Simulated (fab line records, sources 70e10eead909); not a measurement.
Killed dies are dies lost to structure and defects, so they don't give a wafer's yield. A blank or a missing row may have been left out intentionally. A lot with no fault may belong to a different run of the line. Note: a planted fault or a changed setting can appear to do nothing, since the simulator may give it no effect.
Struck lot and sound lot, side by side    flow nandHarc    13 out of 1302 route steps
Sound: the wafers L609.2, L609.3, L609.5. Struck: wafers L618.2, L618.3, L618.5. Last of all comes the cause.
Order at every step that has rows: each side's tool, ch and its chambers, its first start. Under that, the readings that differ: sound wafers    struck wafers    difference of the means    sigmas: that difference in standard deviations of wafers without a fault.
alike: same words and numbers on both sides, and readings whose means sit less than 2 such deviations apart. not compared: any withheld reading, any reading some wafer has no value for, any bound like >300 that may hide the same value, and any number with overlapping values for which the record gives no deviation.
The two part at a step that has a row with sigmas, a row that says differs or no value, or rows on one side only. When numbers do not overlap yet have no deviation, they are printed without sigmas and do not part them. A reading missing from all wafers of one side parts the sides only when that side holds two or more wafers.

first, 1 step without rows for these wafers: NHARC_A_SLIT_SRD_20.
NHARC_A_SLIT_CD_MEAS_21:
  struck on cdSem-02, day 26 20:47; sound on cdSem-03, day 22 05:32
  alike: cdNm
then, 3 steps without rows for these wafers: NHARC_A_SIN_REMOVE_WET_00 (chemistry H3PO4, time 15300 s); NHARC_A_SIN_REMOVE_PRECLEAN_01 (cleans in SC1); NHARC_A_SIN_REMOVE_SRD_02.
NHARC_A_SIN_REMOVE_INSPECT_04:
  struck on defectInspect-01, day 27 03:29; sound on defectInspect-02, day 22 12:08
  alike: rawDefectCount
NHARC_A_WL_FILL_ALD_00: deposits Al2O3, target thk 3 nm, pulse time 3 s, ald cycles 30.
  sound on aldHk-01 ch 1,3, day 22 12:13; struck on aldHk-02 ch 2,3, day 27 03:32
  alike: heaterPowerW, precursorPulseHeightRel
NHARC_A_WL_FILL_RTA_01: time 5 s.
  sound on rtpAnneal-02 ch 0, day 22 12:30; struck on rtpAnneal-01 ch 0, day 27 03:50
reading           sound           struck          difference  sigmas
lampPowerPct (%)  34.5 34.5 34.5  31.5 31.5 31.4  -3.0        -2
  alike: wafer_temp_C_max
NHARC_A_WL_FILL_ALD_02: deposits TiN, target thk 2 nm, pulse time 3 s, ald cycles 100.
  sound on aldMetal-01 ch 1,2, day 22 12:41; struck on aldMetal-03 ch 0,1, day 27 04:03
  alike: heaterPowerW, precursorPulseHeightRel
NHARC_A_WL_FILL_CVD_03: deposits W, target thk 40 nm, time 279 s.
  sound on cvdW-02 ch 0,1, day 22 13:15; struck on cvdW-01 ch 0,1, day 27 04:27
  alike: heaterPowerW, throttleValvePct
NHARC_A_WL_FILL_ETCHBACK_04: etches the open film in NF3, target depth 60 nm, time 120 s.
  sound on rieMetal-02 ch 0,1, day 22 13:34; struck on rieMetal-02 ch 1, day 27 04:49
reading         sound              struck             difference  sigmas
runLengthS (s)  140.9 140.5 140.4  146.7 147.3 146.7  +6.3        +15
  alike: drypumpMotorCurrentA, oesProductAu
  not compared: rfHoursCounterH
NHARC_A_WL_FILL_ETCHBACK_05: etches the open film in Cl2/BCl3, target depth 22 nm, time 60 s.
  sound on rieMetal-02 ch 0,1, day 22 13:49; struck on rieMetal-02 ch 0, day 27 05:04
  alike: drypumpMotorCurrentA, oesProductAu, runLengthS, tempC
  not compared: rfHoursCounterH
-- break in the record here, with 4 days between the starts of the struck wafers on either side (left off in module A_WL_FILL, picked up again in module END, where the first step shown is number 1302 on the route) --
NHARC_END_SORT_01:
  here the record holds rows for the struck wafers (prober-02 ch 0, day 31 08:00) but none for the sound ones

WHERE THEY PART
At NHARC_A_WL_FILL_RTA_01 first; at NHARC_END_SORT_01 last (within this record only).

WHY: what the simulator had put in
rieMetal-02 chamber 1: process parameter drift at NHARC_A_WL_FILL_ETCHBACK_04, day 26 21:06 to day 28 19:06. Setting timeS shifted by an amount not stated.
